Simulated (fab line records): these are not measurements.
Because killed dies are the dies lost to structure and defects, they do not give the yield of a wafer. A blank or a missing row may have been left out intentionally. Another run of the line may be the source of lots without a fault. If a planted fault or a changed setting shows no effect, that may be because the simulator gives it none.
Which tool did it?	flow n5 finfet	Sampling: 24 lots, 72 wafers, 6 of 1938 route steps

WHAT EACH GAUGE READ, for each wafer
N5_BEOL_M5_THK_MEAS_01. Usual: for M5_ILD_THK the level is 121.4 nm and the standard deviation is 1.6.
lot	measured	on	M5_ILD_THK (nm)	flag
L074	day 8 09:58	film metro-01	120.8 120.3 122.2	
L075	day 8 21:14	film metro-01	118.7 119.9 121.9	
L076	day 9 04:17	film metro-02	120.7 122.7 122.0	
L077	day 9 04:45	film metro-01	121.3 121.6 125.1	
L078	day 9 06:27	film metro-02	121.2 121.7 122.5	
L079	day 9 13:06	film metro-01	120.7 121.8 122.8	
L083	day 10 16:48	film metro-02	120.4 123.4 121.3	
L081	day 10 16:56	film metro-01	122.8 122.7 121.3	
L082	day 10 20:38	film metro-01	121.5 120.6 124.2	
L080	day 10 22:40	film metro-02	119.2 121.4 120.2	
L084	day 11 04:28	film metro-02	122.7 123.3 121.5	
L085	day 11 07:13	film metro-02	118.4 120.9 121.2	
L086	day 12 00:10	film metro-02	121.1 118.4 123.8	
L090	day 12 04:52	film metro-02	117.7 119.3 120.3	
L087	day 12 20:01	film metro-01	120.5 124.5 122.1	
L088	day 13 00:58	film metro-02	122.3 120.5 123.1	
L089	day 13 05:11	film metro-01	120.6 124.4 121.6	
L091	day 13 06:08	film metro-01	119.8 120.2 121.3	
L092	day 14 03:05	film metro-01	118.7 118.5 121.3	
L094	day 14 19:44	film metro-02	121.4 121.4 122.7	
L097	day 14 22:27	film metro-01	121.8 123.8 123.2	
L093	day 14 22:41	film metro-01	118.2 119.9 122.0	
L096	day 15 03:10	film metro-02	117.8 119.9 120.2	
L095	day 15 03:35	film metro-01	125.6 123.5 123.9	

N5_BEOL_M5_CD_MEAS_28: target cd 30.6 nm, target cd y 20 nm. Usual: cd nm at 30.52 nm, with a standard deviation of 0.25.
lot	measured	on	cd nm (nm)	flag
L074	day 8 13:30	cd sem-01	30.41 30.40 30.63	
L075	day 9 01:42	cd sem-01	30.55 30.70 30.90	
L076	day 9 08:38	cd sem-03	30.96 30.74 30.62	
L077	day 9 08:28	cd sem-03	30.53 30.60 30.62	
L078	day 9 12:56	cd sem-01	30.07 30.25 30.50	
L079	day 9 15:55	cd sem-01	30.43 30.29 30.42	
L083	day 11 01:23	cd sem-03	30.81 30.42 30.80	
L081	day 11 01:03	cd sem-01	30.89 30.71 30.75	
L082	day 11 01:13	cd sem-01	30.92 30.82 30.82	
L080	day 11 07:22	cd sem-03	30.63 30.46 30.60	
L084	day 11 09:29	cd sem-03	30.36 30.52 30.50	
L085	day 11 10:02	cd sem-01	30.57 30.80 30.61	
L086	day 12 03:05	cd sem-02	30.92 30.73 30.65	
L090	day 12 06:29	cd sem-02	30.52 31.10 30.75	
L087	day 12 23:28	cd sem-01	30.98 30.29 30.66	
L088	day 13 05:37	cd sem-02	30.64 30.41 30.26	
L089	day 13 08:33	cd sem-03	30.71 30.89 30.48	
L091	day 13 08:44	cd sem-02	30.28 30.53 30.62	
L092	day 14 06:07	cd sem-03	30.34 30.23 29.98	
L094	day 14 21:43	cd sem-01	30.06 30.72 30.51	
L097	day 15 02:20	cd sem-01	30.45 30.00 30.49	
L093	day 15 02:10	cd sem-02	30.37 30.49 30.51	
L096	day 15 12:51	cd sem-03	30.35 30.12 30.14	
L095	day 15 09:22	cd sem-01	30.48 30.47 30.41	

N5_BEOL_M5_THK_MEAS_53: measures by xrf. Usual: for M5_THK the level is 62.6 nm and the standard deviation is 2.3.
lot	measured	on	M5_THK (nm)	flag
L074	day 8 20:50	film metro-01	63.7 58.1 63.0	
L075	day 9 13:27	film metro-01	60.8 64.6 63.1	
L076	day 9 17:05	film metro-01	63.1 57.6 62.9	
L077	day 9 15:38	film metro-02	64.6 63.2 64.4	
L078	day 9 20:59	film metro-02	61.6 63.4 64.4	
L079	day 9 23:51	film metro-01	60.0 61.2 61.2	
L083	day 11 09:50	film metro-02	61.3 65.1 64.9	
L081	day 11 08:22	film metro-02	62.8 64.5 64.7	
L082	day 11 09:43	film metro-02	62.5 59.0 64.9	
L080	day 11 14:31	film metro-01	60.2 57.9 64.1	
L084	day 11 16:42	film metro-01	59.9 61.3 62.7	
L085	day 11 18:57	film metro-02	59.2 62.0 58.8	
L086	day 12 10:08	film metro-01	64.3 62.1 66.3	
L090	day 12 13:29	film metro-02	62.1 63.1 59.7	
L087	day 13 06:44	film metro-02	64.8 65.0 63.0	
L088	day 13 14:21	film metro-01	61.8 61.2 56.6	
L089	day 13 16:19	film metro-02	62.1 59.2 64.4	
L091	day 13 20:25	film metro-02	61.8 57.4 60.4	
L092	day 14 13:53	film metro-01	65.6 64.6 63.0	
L094	day 15 05:01	film metro-01	63.6 62.7 58.7	
L097	day 15 09:43	film metro-02	59.3 64.0 57.6	
L093	day 15 13:01	film metro-01	64.7 63.0 63.0	
L096	day 15 20:58	film metro-02	65.9 66.3 61.6	
L095	day 15 18:39	film metro-02	66.9 60.8 62.3	

TOOL THAT RAN EACH LOT (tool first, then ch and the chambers of the sampled wafers, then the start)
lot	N5_BEOL_M5_PECVD_70	N5_BEOL_M5_ETCH_68	N5_BEOL_M5_ANNEAL_89
L074	pecvd-01 ch 1,2, day 8 10:00	rie diel-06 ch 0,1,3, day 8 13:42	pvd sputter-02, day 8 19:02
L075	pecvd-03 ch 1,2, day 8 21:16	rie diel-06 ch 0,1,2, day 9 02:20	pvd sputter-02, day 9 08:16
L076	pecvd-01 ch 0,2, day 9 04:19	rie diel-05 ch 0,1,2, day 9 09:04	pvd sputter-03, day 9 15:11
L077	pecvd-03 ch 0,2, day 9 04:47	rie diel-06 ch 0,1,3, day 9 08:40	pvd sputter-01, day 9 13:47
L078	pecvd-01 ch 0,2, day 9 06:29	rie diel-05 ch 0,1, day 9 13:08	pvd sputter-02, day 9 19:10
L079	pecvd-04 ch 0,1,2, day 9 13:08	rie diel-02 ch 0,1,3, day 9 16:25	pvd sputter-03, day 9 21:51
L083	pecvd-03 ch 0,2, day 10 16:50	rie diel-06 ch 2,3, day 11 01:49	pvd sputter-03, day 11 08:02
L081	pecvd-03 ch 0,1,2, day 10 16:59	rie diel-06 ch 0,2,3, day 11 01:22	pvd sputter-01, day 11 06:33
L082	pecvd-03 ch 0,2, day 10 20:40	rie diel-02 ch 1,2,3, day 11 01:26	pvd sputter-02, day 11 07:55
L080	pecvd-01 ch 0,1, day 10 22:42	rie diel-05 ch 0,1, day 11 07:33	pvd sputter-03, day 11 12:43
L084	pecvd-03 ch 0,1,2, day 11 04:31	rie diel-02 ch 1,2,3, day 11 09:44	pvd sputter-01, day 11 14:53
L085	pecvd-04 ch 0,1, day 11 07:15	rie diel-05 ch 1,2, day 11 10:15	pvd sputter-03, day 11 17:08
L086	pecvd-04 ch 0,2, day 12 00:13	rie diel-06 ch 0,1,3, day 12 03:22	pvd sputter-02, day 12 08:20
L090	pecvd-04 ch 0,1,2, day 12 04:54	rie diel-02 ch 1,2,3, day 12 06:41	pvd sputter-01, day 12 11:41
L087	pecvd-04 ch 0,1, day 12 20:02	rie diel-02 ch 0,1,3, day 12 23:43	pvd sputter-02, day 13 04:55
L088	pecvd-03 ch 1,2, day 13 01:00	rie diel-05 ch 0,1,3, day 13 05:49	pvd sputter-03, day 13 12:33
L089	pecvd-01 ch 0,1,2, day 13 05:13	rie diel-02 ch 0,3, day 13 08:46	pvd sputter-01, day 13 14:26
L091	pecvd-01 ch 0,1, day 13 06:10	rie diel-05 ch 1,3, day 13 08:57	pvd sputter-03, day 13 18:37
L092	pecvd-04 ch 0,1,2, day 14 03:07	rie diel-06 ch 0,2,3, day 14 06:32	pvd sputter-03, day 14 12:05
L094	pecvd-01 ch 1,2, day 14 19:47	rie diel-02 ch 0,2,3, day 14 22:01	pvd sputter-03, day 15 03:11
L097	pecvd-01 ch 0,2, day 14 22:29	rie diel-02 ch 0,1,3, day 15 02:32	pvd sputter-02, day 15 07:55
L093	pecvd-04 ch 0,2, day 14 22:43	rie diel-05 ch 0,2,3, day 15 02:22	pvd sputter-01, day 15 11:13
L096	pecvd-04 ch 0,1,2, day 15 03:13	rie diel-06 ch 0,1,3, day 15 13:11	pvd sputter-01, day 15 19:10
L095	pecvd-04 ch 0,2, day 15 03:37	rie diel-06 ch 1,2, day 15 09:34	pvd sputter-02, day 15 16:18
- N5_BEOL_M5_PECVD_70: deposits SiO2 from TEOS/O2, target thk 16 nm, time 18 s.
- N5_BEOL_M5_ETCH_68: etches SOC in N2/H2, target depth 80 nm, overetch 16 nm, time 120 s.
- N5_BEOL_M5_ANNEAL_89: time 1800 s.

AS READ BY THE TOOLS THEMSELVES (means over the sampled wafers that have a number; for cases with no such wafer, the mark the record gives instead)
N5_BEOL_M5_PECVD_70. Usual: heater power w 747 W, standard deviation 95; showerhead plenum p Torr 8.75 Torr, standard deviation 0.067; throttle valve pct 22.8 %, standard deviation 1.1.
lot	tool	heater power w (W)	showerhead plenum p Torr (Torr)	throttle valve pct (%)	flag
L074	pecvd-01	786	8.81	24.2	
L075	pecvd-03	877	8.79	22.6	
L076	pecvd-01	841	8.78	21.7	
L077	pecvd-03	691	8.79	21.8	
L078	pecvd-01	717	8.76	21.7	
L079	pecvd-04	690	8.69	22.6	
L083	pecvd-03	744	8.76	22.3	
L081	pecvd-03	791	8.79	22.6	
L082	pecvd-03	731	8.77	22.0	
L080	pecvd-01	801	8.79	22.7	
L084	pecvd-03	717	8.78	22.6	
L085	pecvd-04	704	8.64	22.8	
L086	pecvd-04	708	8.66	22.7	
L090	pecvd-04	671	8.69	22.8	
L087	pecvd-04	662	8.65	22.7	
L088	pecvd-03	797	8.80	22.6	
L089	pecvd-01	818	8.79	23.0	
L091	pecvd-01	823	8.78	22.8	
L092	pecvd-04	684	8.69	23.0	
L094	pecvd-01	819	8.82	24.3	
L097	pecvd-01	797	8.79	21.9	
L093	pecvd-04	670	8.66	22.6	
L096	pecvd-04	690	8.70	22.9	
L095	pecvd-04	748	8.66	22.8	

N5_BEOL_M5_ETCH_68. Usual: bias w 150.1 W, standard deviation 0.51; chamber pressure mTorr 30.00 mTorr, standard deviation 0.037; drypump motor current A 6.1 A, standard deviation 0.48; oes product au 0.58 a.u., standard deviation 0.066; rf vpp V 523.5 V, standard deviation 2.6; showerhead plenum p Torr 2.53 Torr, standard deviation 0.085; throttle valve pct 17.88 %, standard deviation 0.25.
lot	tool	bias w (W)	chamber pressure mTorr (mTorr)	drypump motor current A (A)	oes product au (a.u.)	rf vpp V (V)	showerhead plenum p Torr (Torr)	throttle valve pct (%)	flag
L074	rie diel-06	149.9	30.01	6.0	0.61	524.1	2.56	17.73	
L075	rie diel-06	150.0	30.02	6.3	0.60	521.8	2.48	17.75	
L076	rie diel-05	150.0	30.02	6.1	0.59	523.2	2.52	17.79	
L077	rie diel-06	150.0	30.00	5.9	0.60	524.2	2.56	17.73	
L078	rie diel-05	150.3	30.00	5.9	0.65	523.4	2.54	17.63	
L079	rie diel-02	149.7	29.98	6.2	0.57	523.5	2.54	18.04	
L083	rie diel-06	150.1	29.98	6.3	0.54	523.0	2.48	18.02	
L081	rie diel-06	149.6	30.01	6.3	0.58	523.8	2.54	17.88	
L082	rie diel-02	150.1	29.97	6.0	0.55	522.9	2.53	17.99	
L080	rie diel-05	150.6	30.01	5.8	0.63	523.6	2.53	17.66	
L084	rie diel-02	150.7	29.99	6.0	0.55	524.0	2.53	17.99	
L085	rie diel-05	149.8	29.98	6.0	0.53	521.7	2.45	18.08	
L086	rie diel-06	149.9	30.02	6.0	0.59	524.4	2.55	17.78	
L090	rie diel-02	150.3	30.00	6.0	0.55	523.2	2.53	18.01	
L087	rie diel-02	149.8	30.02	6.2	0.56	523.7	2.53	18.08	
L088	rie diel-05	150.2	29.99	5.6	0.58	523.4	2.50	17.85	
L089	rie diel-02	150.0	29.98	6.5	0.56	522.9	2.50	18.16	
L091	rie diel-05	149.9	29.92	5.6	0.53	521.0	2.44	18.14	
L092	rie diel-06	150.4	30.03	6.2	0.64	526.3	2.64	17.78	
L094	rie diel-02	150.1	29.99	6.3	0.62	523.0	2.49	17.99	
L097	rie diel-02	150.1	30.03	6.2	0.55	523.9	2.53	18.10	
L093	rie diel-05	149.9	29.96	6.0	0.62	522.9	2.53	17.62	
L096	rie diel-06	149.7	30.00	6.0	0.57	523.9	2.54	17.81	
L095	rie diel-06	150.3	29.99	6.1	0.62	523.0	2.53	17.71	

N5_BEOL_M5_ANNEAL_89. Usual: heater power w at 852 W, with a standard deviation of 61.
lot	tool	heater power w (W)	flag
L074	pvd sputter-02	944	
L075	pvd sputter-02	954	
L076	pvd sputter-03	842	
L077	pvd sputter-01	817	
L078	pvd sputter-02	881	
L079	pvd sputter-03	857	
L083	pvd sputter-03	850	
L081	pvd sputter-01	804	
L082	pvd sputter-02	889	
L080	pvd sputter-03	848	
L084	pvd sputter-01	821	
L085	pvd sputter-03	856	
L086	pvd sputter-02	892	
L090	pvd sputter-01	824	
L087	pvd sputter-02	885	
L088	pvd sputter-03	841	
L089	pvd sputter-01	847	
L091	pvd sputter-03	840	
L092	pvd sputter-03	840	
L094	pvd sputter-03	828	
L097	pvd sputter-02	939	
L093	pvd sputter-01	861	
L096	pvd sputter-01	867	
L095	pvd sputter-02	902	

THE ANSWER, worked out from the rows above alone
Rule: take the mean of a lot's wafers that have a number; if it is more than 3 standard deviations from the usual mean, the lot is off. A lot without any number at a reading at which 4 lots or more have one is off too. Where the step has rows for the other lots, those lots are counted as sound. First the gauges in route order, then the tools' own readings, where a lot's mean is used as printed above. At the first step where some lot is off, the reading lying furthest off is the one used; lots without a number count as furthest.
No lot is off at any reading shown: from this, nothing can be told.

WHAT THE SIMULATOR HAD PUT IN
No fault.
